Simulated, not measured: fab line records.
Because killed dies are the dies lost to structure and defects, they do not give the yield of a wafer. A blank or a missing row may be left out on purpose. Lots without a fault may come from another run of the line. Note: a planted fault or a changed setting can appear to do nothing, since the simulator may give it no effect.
Which tool did it? || flow n5_finfet || 10 lots, 29 wafers sampled, at 6 steps of a route of 1938

## WHAT EACH GAUGE READ, for each wafer
N5_BEOL_M3_THK_MEAS_01. Usual: M3_ILD_THK typically reads 78.9 nm, with standard deviation 0.98.
{"lot": "L596", "measured": "day 7 01:38", "on": "film_metro-02", "M3_ILD_THK (nm)": "77.4 79.0 77.7", "flag": ""}
{"lot": "L597", "measured": "day 7 08:13", "on": "film_metro-01", "M3_ILD_THK (nm)": "78.6 79.4 79.9", "flag": ""}
{"lot": "L600", "measured": "day 8 03:58", "on": "film_metro-01", "M3_ILD_THK (nm)": "76.5 77.5 78.6", "flag": ""}
{"lot": "L602", "measured": "day 8 20:07", "on": "film_metro-02", "M3_ILD_THK (nm)": "78.9 79.9 79.4", "flag": ""}
{"lot": "L604", "measured": "day 9 03:27", "on": "film_metro-01", "M3_ILD_THK (nm)": "78.4 78.6 79.9", "flag": ""}
{"lot": "L607", "measured": "day 10 01:59", "on": "film_metro-02", "M3_ILD_THK (nm)": "77.3 77.3 78.6", "flag": ""}
{"lot": "L608", "measured": "day 10 05:08", "on": "film_metro-02", "M3_ILD_THK (nm)": "79.4 78.4 79.0", "flag": ""}
{"lot": "L611", "measured": "day 11 11:44", "on": "film_metro-01", "M3_ILD_THK (nm)": "56.6 57.0", "flag": "OFF"}
{"lot": "L616", "measured": "day 12 11:16", "on": "film_metro-02", "M3_ILD_THK (nm)": "78.2 56.8 79.4", "flag": "OFF"}
{"lot": "L618", "measured": "day 12 14:47", "on": "film_metro-02", "M3_ILD_THK (nm)": "79.1 77.5 79.8", "flag": ""}

N5_BEOL_M4_RC_MEAS_101. Usual: DIBL_N 36.4 mV/V, standard deviation 1.4; DIBL_P 36.3 mV/V, standard deviation 1.5; IOFF_N 0.162 nA/um, standard deviation 0.023; IOFF_P 0.211 nA/um, standard deviation 0.027; ION_N 676 uA/um, standard deviation 9.7; ION_P 463 uA/um, standard deviation 6.4; SS_N 71.5 mV/dec, standard deviation 0.5; SS_P 73.3 mV/dec, standard deviation 0.6; VT_N 249.3 mV, standard deviation 2.5; VT_P -249.9 mV, standard deviation 2.8.
{"lot": "L596", "measured": "day 7 19:14", "on": "prober-02", "DIBL_N (mV/V)": "37.8 37.2 38.0", "DIBL_P (mV/V)": "35.0 35.9 36.3", "IOFF_N (nA/um)": "0.163 0.155 0.161", "IOFF_P (nA/um)": "0.205 0.225 0.222", "ION_N (uA/um)": "663 672 664", "ION_P (uA/um)": "456 466 457", "SS_N (mV/dec)": "72.0 71.1 71.8", "SS_P (mV/dec)": "73.1 72.1 73.2", "VT_N (mV)": "250.6 249.4 250.6", "VT_P (mV)": "-251.6 -249.4 -248.1", "flag": ""}
{"lot": "L597", "measured": "day 8 05:42", "on": "prober-02", "DIBL_N (mV/V)": "36.4 37.6 36.8", "DIBL_P (mV/V)": "35.9 36.8 35.5", "IOFF_N (nA/um)": "0.157 0.184 0.168", "IOFF_P (nA/um)": "0.212 0.222 0.214", "ION_N (uA/um)": "680 685 683", "ION_P (uA/um)": "470 468 468", "SS_N (mV/dec)": "70.9 71.6 71.6", "SS_P (mV/dec)": "73.2 73.4 72.8", "VT_N (mV)": "248.7 247.1 247.9", "VT_P (mV)": "-249.4 -247.8 -248.2", "flag": ""}
{"lot": "L600", "measured": "day 9 03:29", "on": "prober-01", "DIBL_N (mV/V)": "37.1 35.7 36.9", "DIBL_P (mV/V)": "37.2 35.8 37.4", "IOFF_N (nA/um)": "0.183 0.159 0.177", "IOFF_P (nA/um)": "0.225 0.202 0.217", "ION_N (uA/um)": "700 688 693", "ION_P (uA/um)": "469 467 467", "SS_N (mV/dec)": "71.8 71.3 71.5", "SS_P (mV/dec)": "73.9 73.1 74.4", "VT_N (mV)": "247.9 246.8 248.6", "VT_P (mV)": "-248.5 -252.4 -251.1", "flag": ""}
{"lot": "L602", "measured": "day 9 20:55", "on": "prober-01", "DIBL_N (mV/V)": "33.7 36.4 37.4", "DIBL_P (mV/V)": "33.6 36.3 38.2", "IOFF_N (nA/um)": "0.121 0.162 0.174", "IOFF_P (nA/um)": "0.176 0.223 0.237", "ION_N (uA/um)": "664 671 670", "ION_P (uA/um)": "462 461 458", "SS_N (mV/dec)": "70.7 70.9 71.6", "SS_P (mV/dec)": "72.0 72.7 73.3", "VT_N (mV)": "253.4 249.2 249.3", "VT_P (mV)": "-253.6 -250.1 -247.8", "flag": ""}
{"lot": "L604", "measured": "day 10 10:47", "on": "prober-02", "DIBL_N (mV/V)": "35.5 34.9 36.8", "DIBL_P (mV/V)": "36.8 34.7 38.0", "IOFF_N (nA/um)": "0.164 0.145 0.188", "IOFF_P (nA/um)": "0.225 0.190 0.240", "ION_N (uA/um)": "658 661 677", "ION_P (uA/um)": "457 456 466", "SS_N (mV/dec)": "71.6 71.4 72.1", "SS_P (mV/dec)": "72.9 72.5 72.9", "VT_N (mV)": "248.2 249.2 245.8", "VT_P (mV)": "-250.1 -251.2 -249.5", "flag": ""}
{"lot": "L607", "measured": "day 10 21:04", "on": "prober-02", "DIBL_N (mV/V)": "37.0 37.2 37.8", "DIBL_P (mV/V)": "36.7 38.1 37.9", "IOFF_N (nA/um)": "0.177 0.190 0.192", "IOFF_P (nA/um)": "0.185 0.202 0.205", "ION_N (uA/um)": "682 687 686", "ION_P (uA/um)": "456 458 459", "SS_N (mV/dec)": "71.9 71.6 71.6", "SS_P (mV/dec)": "73.0 74.1 73.4", "VT_N (mV)": "247.8 247.5 244.2", "VT_P (mV)": "-255.2 -252.1 -253.5", "flag": ""}
{"lot": "L608", "measured": "day 11 01:06", "on": "prober-02", "DIBL_N (mV/V)": "38.3 36.5 37.7", "DIBL_P (mV/V)": "37.4 35.2 36.0", "IOFF_N (nA/um)": "0.166 0.143 0.160", "IOFF_P (nA/um)": "0.247 0.202 0.222", "ION_N (uA/um)": "669 679 670", "ION_P (uA/um)": "462 467 455", "SS_N (mV/dec)": "71.2 71.3 71.3", "SS_P (mV/dec)": "73.4 73.2 72.9", "VT_N (mV)": "248.3 247.4 249.1", "VT_P (mV)": "-245.2 -248.1 -247.1", "flag": ""}
{"lot": "L611", "measured": "day 12 08:32", "on": "prober-02", "DIBL_N (mV/V)": 38.5, "DIBL_P (mV/V)": 38.1, "IOFF_N (nA/um)": 0.177, "IOFF_P (nA/um)": 0.247, "ION_N (uA/um)": 692, "ION_P (uA/um)": 472, "SS_N (mV/dec)": 71.7, "SS_P (mV/dec)": 73.6, "VT_N (mV)": 246.2, "VT_P (mV)": -246.2, "flag": ""}
{"lot": "L616", "measured": "day 13 06:31", "on": "prober-01", "DIBL_N (mV/V)": "37.0 37.3 36.8", "DIBL_P (mV/V)": "36.4 36.7 36.8", "IOFF_N (nA/um)": "0.156 0.175 0.174", "IOFF_P (nA/um)": "0.200 0.210 0.204", "ION_N (uA/um)": "667 675 687", "ION_P (uA/um)": "459 459 470", "SS_N (mV/dec)": "72.0 71.3 71.8", "SS_P (mV/dec)": "74.1 74.1 74.6", "VT_N (mV)": "250.4 249.3 245.5", "VT_P (mV)": "-252.9 -251.6 -251.3", "flag": ""}
{"lot": "L618", "measured": "day 13 09:50", "on": "prober-02", "DIBL_N (mV/V)": "34.1 37.0 35.6", "DIBL_P (mV/V)": "32.7 36.4 35.0", "IOFF_N (nA/um)": "0.122 0.164 0.149", "IOFF_P (nA/um)": "0.172 0.225 0.198", "ION_N (uA/um)": "674 673 691", "ION_P (uA/um)": "465 463 470", "SS_N (mV/dec)": "70.9 71.6 71.2", "SS_P (mV/dec)": "72.6 73.3 73.7", "VT_N (mV)": "252.4 248.5 247.3", "VT_P (mV)": "-251.9 -248.6 -248.5", "flag": ""}

## EACH LOT AND THE TOOL THAT RAN IT (in order: tool; ch and the chambers of the sampled wafers; start)
{"lot": "L596", "N5_BEOL_M2_ANNEAL_91": "pvd_sputter-03, day 6 23:44", "N5_BEOL_M2_SPUTTER_92": "pvd_sputter-03, day 6 23:52", "N5_BEOL_M2_CMP_52": "cmp-04 ch 0,2,3, day 7 00:53", "N5_BEOL_M3_ILD_DEP_00": "pecvd-01 ch 1,2, day 7 01:34"}
{"lot": "L597", "N5_BEOL_M2_ANNEAL_91": "pvd_sputter-01, day 7 06:27", "N5_BEOL_M2_SPUTTER_92": "pvd_sputter-01, day 7 06:35", "N5_BEOL_M2_CMP_52": "cmp-04 ch 1,2, day 7 07:32", "N5_BEOL_M3_ILD_DEP_00": "pecvd-01 ch 0,1,2, day 7 08:08"}
{"lot": "L600", "N5_BEOL_M2_ANNEAL_91": "pvd_sputter-01, day 8 02:09", "N5_BEOL_M2_SPUTTER_92": "pvd_sputter-01, day 8 02:17", "N5_BEOL_M2_CMP_52": "cmp-02 ch 1,2,3, day 8 03:20", "N5_BEOL_M3_ILD_DEP_00": "pecvd-02 ch 0,2, day 8 03:53"}
{"lot": "L602", "N5_BEOL_M2_ANNEAL_91": "pvd_sputter-03, day 8 18:17", "N5_BEOL_M2_SPUTTER_92": "pvd_sputter-03, day 8 18:26", "N5_BEOL_M2_CMP_52": "cmp-02 ch 2,3, day 8 19:25", "N5_BEOL_M3_ILD_DEP_00": "pecvd-04 ch 0,1,2, day 8 20:04"}
{"lot": "L604", "N5_BEOL_M2_ANNEAL_91": "pvd_sputter-02, day 9 01:42", "N5_BEOL_M2_SPUTTER_92": "pvd_sputter-02, day 9 01:50", "N5_BEOL_M2_CMP_52": "cmp-04 ch 1,2,3, day 9 02:49", "N5_BEOL_M3_ILD_DEP_00": "pecvd-02 ch 0,1,2, day 9 03:23"}
{"lot": "L607", "N5_BEOL_M2_ANNEAL_91": "pvd_sputter-03, day 10 00:11", "N5_BEOL_M2_SPUTTER_92": "pvd_sputter-03, day 10 00:19", "N5_BEOL_M2_CMP_52": "cmp-04 ch 0,3, day 10 01:17", "N5_BEOL_M3_ILD_DEP_00": "pecvd-01 ch 0,1, day 10 01:55"}
{"lot": "L608", "N5_BEOL_M2_ANNEAL_91": "pvd_sputter-03, day 10 03:23", "N5_BEOL_M2_SPUTTER_92": "pvd_sputter-03, day 10 03:31", "N5_BEOL_M2_CMP_52": "cmp-02 ch 0,1, day 10 04:27", "N5_BEOL_M3_ILD_DEP_00": "pecvd-02 ch 0,1,2, day 10 05:04"}
{"lot": "L611", "N5_BEOL_M2_ANNEAL_91": "pvd_sputter-03, day 11 09:52", "N5_BEOL_M2_SPUTTER_92": "pvd_sputter-03, day 11 10:00", "N5_BEOL_M2_CMP_52": "cmp-03 ch 0, day 11 11:05", "N5_BEOL_M3_ILD_DEP_00": "pecvd-01 ch 1,2, day 11 11:40"}
{"lot": "L616", "N5_BEOL_M2_ANNEAL_91": "pvd_sputter-03, day 12 09:29", "N5_BEOL_M2_SPUTTER_92": "pvd_sputter-03, day 12 09:38", "N5_BEOL_M2_CMP_52": "cmp-03 ch 0,1,2, day 12 10:36", "N5_BEOL_M3_ILD_DEP_00": "pecvd-01 ch 0,2, day 12 11:11"}
{"lot": "L618", "N5_BEOL_M2_ANNEAL_91": "pvd_sputter-03, day 12 13:02", "N5_BEOL_M2_SPUTTER_92": "pvd_sputter-03, day 12 13:10", "N5_BEOL_M2_CMP_52": "cmp-02 ch 1,2, day 12 14:06", "N5_BEOL_M3_ILD_DEP_00": "pecvd-02 ch 0,2, day 12 14:43"}
- N5_BEOL_M2_ANNEAL_91: time 240 s.
- N5_BEOL_M2_SPUTTER_92: material Cu, target thk 4.5 nm, time 8.29 s.
- N5_BEOL_M2_CMP_52: polishes, stops on SiOC, t overpolish 6.8 s, target thk 40 nm.
- N5_BEOL_M3_ILD_DEP_00: deposits SiOC from DEMS/O2, target thk 79 nm, time 15.3 s.

## AS READ BY THE TOOLS THEMSELVES (means over the sampled wafers that have a number; for cases with no such wafer, the mark the record gives instead)
N5_BEOL_M2_ANNEAL_91. Usual: heater_power_w reads 854 W (standard deviation 110).
{"lot": "L596", "tool": "pvd_sputter-03", "heater_power_w (W)": 793, "flag": ""}
{"lot": "L597", "tool": "pvd_sputter-01", "heater_power_w (W)": 897, "flag": ""}
{"lot": "L600", "tool": "pvd_sputter-01", "heater_power_w (W)": 853, "flag": ""}
{"lot": "L602", "tool": "pvd_sputter-03", "heater_power_w (W)": 826, "flag": ""}
{"lot": "L604", "tool": "pvd_sputter-02", "heater_power_w (W)": 824, "flag": ""}
{"lot": "L607", "tool": "pvd_sputter-03", "heater_power_w (W)": 826, "flag": ""}
{"lot": "L608", "tool": "pvd_sputter-03", "heater_power_w (W)": 794, "flag": ""}
{"lot": "L611", "tool": "pvd_sputter-03", "heater_power_w (W)": 850, "flag": ""}
{"lot": "L616", "tool": "pvd_sputter-03", "heater_power_w (W)": 788, "flag": ""}
{"lot": "L618", "tool": "pvd_sputter-03", "heater_power_w (W)": 817, "flag": ""}

N5_BEOL_M2_SPUTTER_92. Usual: throttle_valve_pct reads 30.0 % (standard deviation 0.43).
{"lot": "L596", "tool": "pvd_sputter-03", "throttle_valve_pct (%)": 30.1, "flag": ""}
{"lot": "L597", "tool": "pvd_sputter-01", "throttle_valve_pct (%)": 29.9, "flag": ""}
{"lot": "L600", "tool": "pvd_sputter-01", "throttle_valve_pct (%)": 30.1, "flag": ""}
{"lot": "L602", "tool": "pvd_sputter-03", "throttle_valve_pct (%)": 29.8, "flag": ""}
{"lot": "L604", "tool": "pvd_sputter-02", "throttle_valve_pct (%)": 29.8, "flag": ""}
{"lot": "L607", "tool": "pvd_sputter-03", "throttle_valve_pct (%)": 30.2, "flag": ""}
{"lot": "L608", "tool": "pvd_sputter-03", "throttle_valve_pct (%)": 30.1, "flag": ""}
{"lot": "L611", "tool": "pvd_sputter-03", "throttle_valve_pct (%)": 29.7, "flag": ""}
{"lot": "L616", "tool": "pvd_sputter-03", "throttle_valve_pct (%)": 30.0, "flag": ""}
{"lot": "L618", "tool": "pvd_sputter-03", "throttle_valve_pct (%)": 30.1, "flag": ""}

N5_BEOL_M2_CMP_52. Usual: barrier_field_endpoint_s 24.8 s, standard deviation 0.54; motor_current_A 6.4 A, standard deviation 0.63; overpolish_run_s 6.800 s, standard deviation 0.0086; slurry_flow_ml_min 150.0, standard deviation 0.51; time_to_endpoint_s 64.1 s, standard deviation 2.7.
{"lot": "L596", "tool": "cmp-04", "barrier_field_endpoint_s (s)": 24.9, "motor_current_A (A)": 6.1, "overpolish_run_s (s)": 6.802, "slurry_flow_ml_min": 150.0, "time_to_endpoint_s (s)": 65.4, "flag": ""}
{"lot": "L597", "tool": "cmp-04", "barrier_field_endpoint_s (s)": 24.7, "motor_current_A (A)": 6.3, "overpolish_run_s (s)": 6.808, "slurry_flow_ml_min": 150.1, "time_to_endpoint_s (s)": 64.8, "flag": ""}
{"lot": "L600", "tool": "cmp-02", "barrier_field_endpoint_s (s)": 25.0, "motor_current_A (A)": 6.8, "overpolish_run_s (s)": 6.805, "slurry_flow_ml_min": 150.5, "time_to_endpoint_s (s)": 64.3, "flag": ""}
{"lot": "L602", "tool": "cmp-02", "barrier_field_endpoint_s (s)": 24.8, "motor_current_A (A)": 6.9, "overpolish_run_s (s)": 6.802, "slurry_flow_ml_min": 150.0, "time_to_endpoint_s (s)": 63.5, "flag": ""}
{"lot": "L604", "tool": "cmp-04", "barrier_field_endpoint_s (s)": 24.0, "motor_current_A (A)": 6.2, "overpolish_run_s (s)": 6.797, "slurry_flow_ml_min": 150.0, "time_to_endpoint_s (s)": 61.2, "flag": ""}
{"lot": "L607", "tool": "cmp-04", "barrier_field_endpoint_s (s)": 24.8, "motor_current_A (A)": 6.1, "overpolish_run_s (s)": 6.796, "slurry_flow_ml_min": 150.0, "time_to_endpoint_s (s)": 59.0, "flag": ""}
{"lot": "L608", "tool": "cmp-02", "barrier_field_endpoint_s (s)": 24.5, "motor_current_A (A)": 6.7, "overpolish_run_s (s)": 6.803, "slurry_flow_ml_min": 149.8, "time_to_endpoint_s (s)": 61.2, "flag": ""}
{"lot": "L611", "tool": "cmp-03", "barrier_field_endpoint_s (s)": 24.7, "motor_current_A (A)": 5.5, "overpolish_run_s (s)": 6.806, "slurry_flow_ml_min": 149.9, "time_to_endpoint_s (s)": 65.3, "flag": ""}
{"lot": "L616", "tool": "cmp-03", "barrier_field_endpoint_s (s)": 24.6, "motor_current_A (A)": 5.9, "overpolish_run_s (s)": 6.802, "slurry_flow_ml_min": 150.4, "time_to_endpoint_s (s)": 62.4, "flag": ""}
{"lot": "L618", "tool": "cmp-02", "barrier_field_endpoint_s (s)": 25.3, "motor_current_A (A)": 6.3, "overpolish_run_s (s)": 6.802, "slurry_flow_ml_min": 149.6, "time_to_endpoint_s (s)": 64.9, "flag": ""}

N5_BEOL_M3_ILD_DEP_00. Usual: heater_power_w 557 W, standard deviation 63; showerhead_plenum_p_Torr 5.695 Torr, standard deviation 0.013; throttle_valve_pct 11.8 %, standard deviation 0.42.
{"lot": "L596", "tool": "pecvd-01", "heater_power_w (W)": 581, "showerhead_plenum_p_Torr (Torr)": 5.691, "throttle_valve_pct (%)": 11.3, "flag": ""}
{"lot": "L597", "tool": "pecvd-01", "heater_power_w (W)": 560, "showerhead_plenum_p_Torr (Torr)": 5.701, "throttle_valve_pct (%)": 11.6, "flag": ""}
{"lot": "L600", "tool": "pecvd-02", "heater_power_w (W)": 575, "showerhead_plenum_p_Torr (Torr)": 5.709, "throttle_valve_pct (%)": 11.9, "flag": ""}
{"lot": "L602", "tool": "pecvd-04", "heater_power_w (W)": 601, "showerhead_plenum_p_Torr (Torr)": 5.699, "throttle_valve_pct (%)": 11.9, "flag": ""}
{"lot": "L604", "tool": "pecvd-02", "heater_power_w (W)": 527, "showerhead_plenum_p_Torr (Torr)": 5.685, "throttle_valve_pct (%)": 11.9, "flag": ""}
{"lot": "L607", "tool": "pecvd-01", "heater_power_w (W)": 532, "showerhead_plenum_p_Torr (Torr)": 5.690, "throttle_valve_pct (%)": 11.8, "flag": ""}
{"lot": "L608", "tool": "pecvd-02", "heater_power_w (W)": 585, "showerhead_plenum_p_Torr (Torr)": 5.698, "throttle_valve_pct (%)": 11.9, "flag": ""}
{"lot": "L611", "tool": "pecvd-01", "heater_power_w (W)": 551, "showerhead_plenum_p_Torr (Torr)": 5.681, "throttle_valve_pct (%)": 11.4, "flag": ""}
{"lot": "L616", "tool": "pecvd-01", "heater_power_w (W)": 539, "showerhead_plenum_p_Torr (Torr)": 5.693, "throttle_valve_pct (%)": 11.5, "flag": ""}
{"lot": "L618", "tool": "pecvd-02", "heater_power_w (W)": 572, "showerhead_plenum_p_Torr (Torr)": 5.710, "throttle_valve_pct (%)": 12.1, "flag": ""}

## THE ANSWER, worked out from the rows above alone
Rule: lot off if the mean of its wafers having a number is beyond 3 standard deviations from the usual mean. A lot without any number at a reading at which 4 lots or more have one is off too. The other lots that the step has rows for count as sound. First the gauges in route order, then the tools' own readings, where a lot's mean is used as printed above. The first step at which some lot is off is used, and at that step the reading that is off furthest; a lot without a number counts as furthest.
Off: L611, L616, seen at N5_BEOL_M3_THK_MEAS_01 (M3_ILD_THK).
A tool fits if, at a process step before that reading, it ran every lot that is off, and no sound lot after the first of them. Those tools and the gauges at N5_BEOL_M3_THK_MEAS_01 are tried in the same way. Can't be told from this: 2 tools fit, cmp-03 at N5_BEOL_M2_CMP_52, pecvd-01 at N5_BEOL_M3_ILD_DEP_00.

## WHAT THE SIMULATOR HAD INSERTED
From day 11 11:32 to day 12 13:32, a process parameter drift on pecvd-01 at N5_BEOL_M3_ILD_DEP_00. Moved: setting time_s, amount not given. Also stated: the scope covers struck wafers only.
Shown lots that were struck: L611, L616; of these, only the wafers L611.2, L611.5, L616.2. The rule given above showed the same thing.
